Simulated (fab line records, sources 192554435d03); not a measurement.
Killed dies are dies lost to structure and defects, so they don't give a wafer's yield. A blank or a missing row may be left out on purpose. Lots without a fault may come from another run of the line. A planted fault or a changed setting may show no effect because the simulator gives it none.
Tool commonality check | flow n5_finfet | 9 lots, 27 wafers sampled

WHY IT WAS OPENED
At N5_FIN_SAQP_INSPECT_18 the reading raw_defect_count is flagged on 2 of 9 lots. Wafers without a fault read 433, standard deviation 120.
Rule: a lot is flagged when every wafer of it that has a number lies more than 4 standard deviations from that mean, or none has a number. The other lots count as sound.

lot  | measured    | on                | raw_defect_count, wafer by wafer | flag
L780 | day 2 09:49 | defect_inspect-02 | 251 327 390                      |
L782 | day 2 21:46 | defect_inspect-02 | 505 427 499                      |
L786 | day 4 00:01 | defect_inspect-01 | 389 360 575                      |
L789 | day 4 18:50 | defect_inspect-01 | 498 400 422                      |
L790 | day 5 00:45 | defect_inspect-01 | 1580 1605 1389                   | FLAGGED
L792 | day 5 14:08 | defect_inspect-01 | 1273 1186 1276                   | FLAGGED
L794 | day 5 23:33 | defect_inspect-01 | 312 452 324                      |
L797 | day 6 18:04 | defect_inspect-02 | 340 527 461                      |
L800 | day 7 09:20 | defect_inspect-01 | 431 396 354                      |
The numbers of the flagged lots are 1385 on average: +952 against the usual, or +8 standard deviations.

WHICH TOOL RAN EACH LOT
The record holds 2 process steps before the reading, out of a route of 1938 steps. In each cell: the tool, then ch and the chambers that the sampled wafers went through, then the start.
lot  | flag    | N5_PMOS_HMC_CHANNEL_EPI_ETCH_32   | N5_FIN_SAQP_ALD_61
L780 |         | rie_diel-02 ch 0,1,2, day 2 05:13 | ald_sin-03 ch 0,1,3, day 2 08:26
L782 |         | rie_diel-02 ch 0,1,2, day 2 17:15 | ald_sin-03 ch 1,2, day 2 20:29
L786 |         | rie_diel-02 ch 0,1,2, day 3 19:22 | ald_sin-02 ch 0,1,3, day 3 22:44
L789 |         | rie_diel-06 ch 0,3, day 4 12:40   | ald_sin-03 ch 0,2,3, day 4 17:33
L790 | FLAGGED | rie_diel-06 ch 0,1,2, day 4 17:55 | ald_sin-03 ch 0,2,3, day 4 23:23
L792 | FLAGGED | rie_diel-06 ch 0,1,3, day 5 06:50 | ald_sin-03 ch 0,1,2, day 5 12:41
L794 |         | rie_diel-02 ch 2,3, day 5 17:38   | ald_sin-02 ch 0,2, day 5 22:12
L797 |         | rie_diel-06 ch 0,1,3, day 6 11:28 | ald_sin-04 ch 1,2, day 6 16:49
L800 |         | rie_diel-02 ch 1,3, day 7 05:14   | ald_sin-04 ch 0,2, day 7 08:05
What these steps do:
- N5_PMOS_HMC_CHANNEL_EPI_ETCH_32: etches BARC in N2/H2, stops on SiO2, target depth 85.8 nm, time 50.3 s.
- N5_FIN_SAQP_ALD_61: deposits SiO2, target thk 4 nm, pulse time 1 s, purge time 2 s.
- N5_FIN_SAQP_INSPECT_18: inspects for defects (brightfield).

FLAGGED OVER TOTAL, TOOL BY TOOL (the gauges that took the reading come last)
step                            | tool              | lots run | flagged | share of the flagged lots | sound lots run after its first flagged lot
N5_PMOS_HMC_CHANNEL_EPI_ETCH_32 | rie_diel-02       | 5        | 0       | none                      | -
N5_PMOS_HMC_CHANNEL_EPI_ETCH_32 | rie_diel-06       | 4        | 2       | all                       | 1 (L797)
N5_FIN_SAQP_ALD_61              | ald_sin-02        | 2        | 0       | none                      | -
N5_FIN_SAQP_ALD_61              | ald_sin-03        | 5        | 2       | all                       | 0
N5_FIN_SAQP_ALD_61              | ald_sin-04        | 2        | 0       | none                      | -
N5_FIN_SAQP_INSPECT_18          | defect_inspect-01 | 6        | 2       | all                       | 2 (L794,L800)
N5_FIN_SAQP_INSPECT_18          | defect_inspect-02 | 3        | 0       | none                      | -

WHAT THE TABLE ALLOWS
3 rows of the table ran every flagged lot: rie_diel-06 at N5_PMOS_HMC_CHANNEL_EPI_ETCH_32, ald_sin-03 at N5_FIN_SAQP_ALD_61, defect_inspect-01 at N5_FIN_SAQP_INSPECT_18.
- rie_diel-06 at N5_PMOS_HMC_CHANNEL_EPI_ETCH_32: 2 of its 4 lots flagged. Sound lots ran on it after the first flagged one (L797), which a lasting fault on the whole tool wouldn't allow.
- ald_sin-03 at N5_FIN_SAQP_ALD_61: 2 of its 5 lots flagged. Its last sound lot is L789 (day 4 17:33), its first flagged lot L790 (day 4 23:23): a fault that began between those two fits.
- defect_inspect-01 at N5_FIN_SAQP_INSPECT_18: 2 of its 6 lots flagged. Sound lots ran on it after the first flagged one (L794, L800), which a lasting fault on the whole tool wouldn't allow.
One tool is left: ald_sin-03 at N5_FIN_SAQP_ALD_61.

WHAT THE SIMULATOR HAD PUT IN
Chamber particle source: ald_sin-03, from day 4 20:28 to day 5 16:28, at N5_FIN_SAQP_ALD_61. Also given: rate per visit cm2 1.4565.
Lots struck among those shown: L790, L792. The rule above found the same.
